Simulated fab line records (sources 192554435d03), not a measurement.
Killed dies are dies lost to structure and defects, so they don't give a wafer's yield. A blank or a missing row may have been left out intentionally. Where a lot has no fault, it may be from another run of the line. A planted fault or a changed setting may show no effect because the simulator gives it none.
Tool commonality check	flow n5_finfet	Sample size 9 lots and 26 wafers

WHY IT WAS OPENED
On 2 of the 9 lots, a flag is raised at N5_DUMMY_GATE_CD_MEAS_50 on the reading cd_nm. Wafers without a fault read 14.0 nm, standard deviation 0.37.
Rule: a lot is flagged in two cases, either no wafer of it has a number, or all its wafers with numbers fall more than 4 standard deviations from that mean. The other lots count as sound.

lot	measured	on	cd_nm (nm), wafer by wafer	flag
L250	day 3 04:40	cd_sem-03	14.3 14.8 13.9	
L255	day 4 11:02	cd_sem-01	13.8 13.9 13.7	
L257	day 5 00:51	cd_sem-02	17.3 17.3 17.5	FLAGGED
L259	day 5 14:14	cd_sem-01	17.7 17.4 17.8	FLAGGED
L264	day 6 16:25	cd_sem-02	14.1 14.1 14.3	
L269	day 8 00:46	cd_sem-03	13.8 13.6 14.1	
L270	day 8 08:50	cd_sem-02	13.3 14.1 14.0	
L271	day 8 15:46	cd_sem-02	13.4 13.5	
L272	day 8 17:04	cd_sem-01	13.7 14.4 13.7	
On average the flagged lots' numbers are 17.5 nm, which is +3.5 nm against the usual, or +9 standard deviations.

LOT BY LOT: THE TOOL USED
The record holds 3 process steps before the reading, out of a route of 1938 steps. Every cell lists first the tool, next ch and the chambers used by the sampled wafers, and last the start.
lot	flag	N5_STI_FIN_REVEAL_OXIDATION_33	N5_DUMMY_GATE_ETCH_29	N5_DUMMY_GATE_TRIM_49
L250		plasma_asher-01 ch 0,1, day 2 19:12	rie_diel-04 ch 0,1,3, day 3 04:21	rie_si-01 ch 1,2, day 3 04:31
L255		plasma_asher-02 ch 0, day 4 00:29	rie_diel-02 ch 0,3, day 4 10:30	rie_si-04 ch 0,1,2, day 4 10:40
L257	FLAGGED	plasma_asher-01 ch 0,1, day 4 13:55	rie_diel-02 ch 0,2, day 5 00:32	rie_si-04 ch 2,3, day 5 00:42
L259	FLAGGED	plasma_asher-02 ch 0,1, day 5 01:34	rie_diel-04 ch 0,1,2, day 5 13:55	rie_si-04 ch 1,2,3, day 5 14:05
L264		plasma_asher-02 ch 0,1, day 6 06:46	rie_diel-03 ch 0,2,3, day 6 16:06	rie_si-01 ch 0,1,3, day 6 16:18
L269		plasma_asher-02 ch 0,1, day 7 15:23	rie_diel-02 ch 1,3, day 8 00:26	rie_si-04 ch 0,1, day 8 00:35
L270		plasma_asher-02 ch 0,1, day 7 21:07	rie_diel-04 ch 1,3, day 8 08:32	rie_si-04 ch 1,2,3, day 8 08:41
L271		plasma_asher-01 ch 0, day 8 02:02	rie_diel-02 ch 1, day 8 15:25	rie_si-02 ch 2,3, day 8 15:35
L272		plasma_asher-01 ch 0,1, day 8 07:23	rie_diel-02 ch 1,2,3, day 8 16:44	rie_si-04 ch 0,1,2, day 8 16:54
These steps, and what they do:
- N5_STI_FIN_REVEAL_OXIDATION_33: chemistry O2 PLASMA REMOTE, time 20 s.
- N5_DUMMY_GATE_ETCH_29: etches underlayer in N2/H2, target depth 13 nm.
- N5_DUMMY_GATE_TRIM_49: chemistry O2, time 29 s, target cd 14 nm.
- N5_DUMMY_GATE_CD_MEAS_50: target cd 14 nm.

FLAGGED OVER TOTAL, TOOL BY TOOL (the gauges that took the reading come last)
step	tool	lots run	flagged	share of the flagged lots	sound lots run after its first flagged lot
N5_STI_FIN_REVEAL_OXIDATION_33	plasma_asher-01	4	1	some	2 (L271,L272)
N5_STI_FIN_REVEAL_OXIDATION_33	plasma_asher-02	5	1	some	3 (L264,L269,L270)
N5_DUMMY_GATE_ETCH_29	rie_diel-02	5	1	some	3 (L269,L271,L272)
N5_DUMMY_GATE_ETCH_29	rie_diel-03	1	0	none	-
N5_DUMMY_GATE_ETCH_29	rie_diel-04	3	1	some	1 (L270)
N5_DUMMY_GATE_TRIM_49	rie_si-01	2	0	none	-
N5_DUMMY_GATE_TRIM_49	rie_si-02	1	0	none	-
N5_DUMMY_GATE_TRIM_49	rie_si-04	6	2	all	3 (L269,L270,L272)
N5_DUMMY_GATE_CD_MEAS_50	cd_sem-01	3	1	some	1 (L272)
N5_DUMMY_GATE_CD_MEAS_50	cd_sem-02	4	1	some	3 (L264,L270,L271)
N5_DUMMY_GATE_CD_MEAS_50	cd_sem-03	2	0	none	-

WHAT THE TABLE PERMITS
1 row of the table ran every flagged lot: rie_si-04 at N5_DUMMY_GATE_TRIM_49.
- rie_si-04 at N5_DUMMY_GATE_TRIM_49: 2 of its 6 lots flagged. Sound lots followed the first flagged one (L269, L270, L272) on it, something a lasting fault affecting the whole tool could not allow. Its own readings lie more than 4 standard deviations out on every wafer of the flagged lots: oes_product_au.
There is no row in the table that ran each flagged lot and no sound lot after the first.

WHAT WAS PUT IN BY THE SIMULATOR
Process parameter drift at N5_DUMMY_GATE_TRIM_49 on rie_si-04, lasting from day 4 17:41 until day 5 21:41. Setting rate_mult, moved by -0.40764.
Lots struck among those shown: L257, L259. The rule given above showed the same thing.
